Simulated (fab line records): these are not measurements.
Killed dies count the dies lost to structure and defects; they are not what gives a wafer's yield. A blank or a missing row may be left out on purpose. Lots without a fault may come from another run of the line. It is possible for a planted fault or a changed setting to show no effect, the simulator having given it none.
Chamber matching :: flow nand_harc :: rie_diel-11 running NHARC_P_CONTACT_STRIP_28: 4 sister chambers
The step strips in O2. 27 wafers are shown with their chamber, then 12 later ones without.

WAFERS PAIRED WITH THEIR CHAMBERS
wafer: L075.1
chamber: 2
showerhead_plenum_p_Torr (Torr): 3.39
drypump_motor_current_A (A): 5.57
oes_product_au (a.u.): 0.974

wafer: L075.2
chamber: 3
showerhead_plenum_p_Torr (Torr): 3.45
drypump_motor_current_A (A): 5.91
oes_product_au (a.u.): 1.002

wafer: L075.4
chamber: 0
showerhead_plenum_p_Torr (Torr): 3.37
drypump_motor_current_A (A): 5.42
oes_product_au (a.u.): 0.995

wafer: L074.1
chamber: 1
showerhead_plenum_p_Torr (Torr): 3.52
drypump_motor_current_A (A): 5.53
oes_product_au (a.u.): 0.993

wafer: L074.5
chamber: 3
showerhead_plenum_p_Torr (Torr): 3.45
drypump_motor_current_A (A): 5.93
oes_product_au (a.u.): 1.009

wafer: L074.6
chamber: 0
showerhead_plenum_p_Torr (Torr): 3.37
drypump_motor_current_A (A): 5.36
oes_product_au (a.u.): 0.999

wafer: L076.3
chamber: 0
showerhead_plenum_p_Torr (Torr): 3.37
drypump_motor_current_A (A): 5.36
oes_product_au (a.u.): 0.995

wafer: L076.4
chamber: 2
showerhead_plenum_p_Torr (Torr): 3.39
drypump_motor_current_A (A): 5.59
oes_product_au (a.u.): 0.979

wafer: L076.5
chamber: 2
showerhead_plenum_p_Torr (Torr): 3.39
drypump_motor_current_A (A): 5.62
oes_product_au (a.u.): 0.984

wafer: L077.2
chamber: 0
showerhead_plenum_p_Torr (Torr): 3.37
drypump_motor_current_A (A): 5.39
oes_product_au (a.u.): 0.996

wafer: L077.3
chamber: 3
showerhead_plenum_p_Torr (Torr): 3.45
drypump_motor_current_A (A): 5.90
oes_product_au (a.u.): 1.009

wafer: L077.4
chamber: 2
showerhead_plenum_p_Torr (Torr): 3.39
drypump_motor_current_A (A): 5.57
oes_product_au (a.u.): 0.975

wafer: L080.3
chamber: 1
showerhead_plenum_p_Torr (Torr): 3.52
drypump_motor_current_A (A): 5.49
oes_product_au (a.u.): 0.999

wafer: L080.5
chamber: 3
showerhead_plenum_p_Torr (Torr): 3.45
drypump_motor_current_A (A): 5.91
oes_product_au (a.u.): 0.998

wafer: L080.6
chamber: 2
showerhead_plenum_p_Torr (Torr): 3.39
drypump_motor_current_A (A): 5.59
oes_product_au (a.u.): 0.977

wafer: L085.1
chamber: 0
showerhead_plenum_p_Torr (Torr): 3.36
drypump_motor_current_A (A): 5.39
oes_product_au (a.u.): 1.001

wafer: L085.3
chamber: 2
showerhead_plenum_p_Torr (Torr): 3.38
drypump_motor_current_A (A): 5.57
oes_product_au (a.u.): 0.965

wafer: L085.4
chamber: 3
showerhead_plenum_p_Torr (Torr): 3.45
drypump_motor_current_A (A): 5.91
oes_product_au (a.u.): 0.998

wafer: L087.1
chamber: 0
showerhead_plenum_p_Torr (Torr): 3.36
drypump_motor_current_A (A): 5.43
oes_product_au (a.u.): 0.997

wafer: L087.2
chamber: 2
showerhead_plenum_p_Torr (Torr): 3.38
drypump_motor_current_A (A): 5.60
oes_product_au (a.u.): 0.984

wafer: L087.3
chamber: 1
showerhead_plenum_p_Torr (Torr): 3.52
drypump_motor_current_A (A): 5.52
oes_product_au (a.u.): 1.001

wafer: L089.2
chamber: 1
showerhead_plenum_p_Torr (Torr): 3.52
drypump_motor_current_A (A): 5.52
oes_product_au (a.u.): 0.979

wafer: L089.4
chamber: 0
showerhead_plenum_p_Torr (Torr): 3.36
drypump_motor_current_A (A): 5.40
oes_product_au (a.u.): 0.999

wafer: L089.5
chamber: 1
showerhead_plenum_p_Torr (Torr): 3.52
drypump_motor_current_A (A): 5.53
oes_product_au (a.u.): 0.973

wafer: L090.2
chamber: 1
showerhead_plenum_p_Torr (Torr): 3.52
drypump_motor_current_A (A): 5.51
oes_product_au (a.u.): 0.979

wafer: L090.3
chamber: 0
showerhead_plenum_p_Torr (Torr): 3.36
drypump_motor_current_A (A): 5.37
oes_product_au (a.u.): 1.010

wafer: L090.6
chamber: 0
showerhead_plenum_p_Torr (Torr): 3.36
drypump_motor_current_A (A): 5.41
oes_product_au (a.u.): 1.006

SIGNATURES, as means of the wafers listed above
reading: showerhead_plenum_p_Torr
chamber 0: 3.3644
chamber 1: 3.5200
chamber 2: 3.3871
chamber 3: 3.4500
scatter within a chamber: 0.00398

reading: drypump_motor_current_A
chamber 0: 5.3922
chamber 1: 5.5167
chamber 2: 5.5871
chamber 3: 5.9120
scatter within a chamber: 0.0197

reading: oes_product_au
chamber 0: 0.99978
chamber 1: 0.98733
chamber 2: 0.97686
chamber 3: 1.00320
scatter within a chamber: 0.0075
Rule: a wafer lies at a distance from a chamber equal to the root of the sum of squares, over the readings, of (its reading less the chamber's mean, divided by the reading's scatter). If the next closest chamber is less than 2 further off than the closest, the wafer can't be placed; otherwise it belongs to the closest. The scatter: take each reading less its chamber's mean, square it, sum over the shown wafers, divide by the number of wafers less the number of chambers, and take the root.

WAFERS WITHOUT THEIR CHAMBER
wafer: L088.2
showerhead_plenum_p_Torr (Torr): 3.38
drypump_motor_current_A (A): 5.59
oes_product_au (a.u.): 0.987

wafer: L088.3
showerhead_plenum_p_Torr (Torr): 3.36
drypump_motor_current_A (A): 5.34
oes_product_au (a.u.): 1.008

wafer: L088.6
showerhead_plenum_p_Torr (Torr): 3.52
drypump_motor_current_A (A): 5.52
oes_product_au (a.u.): 0.989

wafer: L093.2
showerhead_plenum_p_Torr (Torr): 3.44
drypump_motor_current_A (A): 5.91
oes_product_au (a.u.): 1.001

wafer: L093.3
showerhead_plenum_p_Torr (Torr): 3.52
drypump_motor_current_A (A): 5.51
oes_product_au (a.u.): 0.971

wafer: L093.5
showerhead_plenum_p_Torr (Torr): 3.38
drypump_motor_current_A (A): 5.61
oes_product_au (a.u.): 0.983

wafer: L094.1
showerhead_plenum_p_Torr (Torr): 3.44
drypump_motor_current_A (A): 5.91
oes_product_au (a.u.): 1.004

wafer: L094.4
showerhead_plenum_p_Torr (Torr): 3.36
drypump_motor_current_A (A): 5.40
oes_product_au (a.u.): 0.993

wafer: L094.6
showerhead_plenum_p_Torr (Torr): 3.36
drypump_motor_current_A (A): 5.38
oes_product_au (a.u.): 0.992

wafer: L097.1
showerhead_plenum_p_Torr (Torr): 3.38
drypump_motor_current_A (A): 5.59
oes_product_au (a.u.): 0.984

wafer: L097.4
showerhead_plenum_p_Torr (Torr): 3.36
drypump_motor_current_A (A): 5.38
oes_product_au (a.u.): 1.005

wafer: L097.6
showerhead_plenum_p_Torr (Torr): 3.38
drypump_motor_current_A (A): 5.60
oes_product_au (a.u.): 0.981

CHAMBER TAKEN BY EACH
wafer: L088.2
from the rows above: 2
in truth: 2

wafer: L088.3
from the rows above: 0
in truth: 0

wafer: L088.6
from the rows above: 1
in truth: 1

wafer: L093.2
from the rows above: 3
in truth: 3

wafer: L093.3
from the rows above: 1
in truth: 1

wafer: L093.5
from the rows above: 2
in truth: 2

wafer: L094.1
from the rows above: 3
in truth: 3

wafer: L094.4
from the rows above: 0
in truth: 0

wafer: L094.6
from the rows above: 0
in truth: 0

wafer: L097.1
from the rows above: 2
in truth: 2

wafer: L097.4
from the rows above: 0
in truth: 0

wafer: L097.6
from the rows above: 2
in truth: 2
Placed correctly: 12 of 12. Left unplaced by these rows: 0. Wrongly placed: 0.
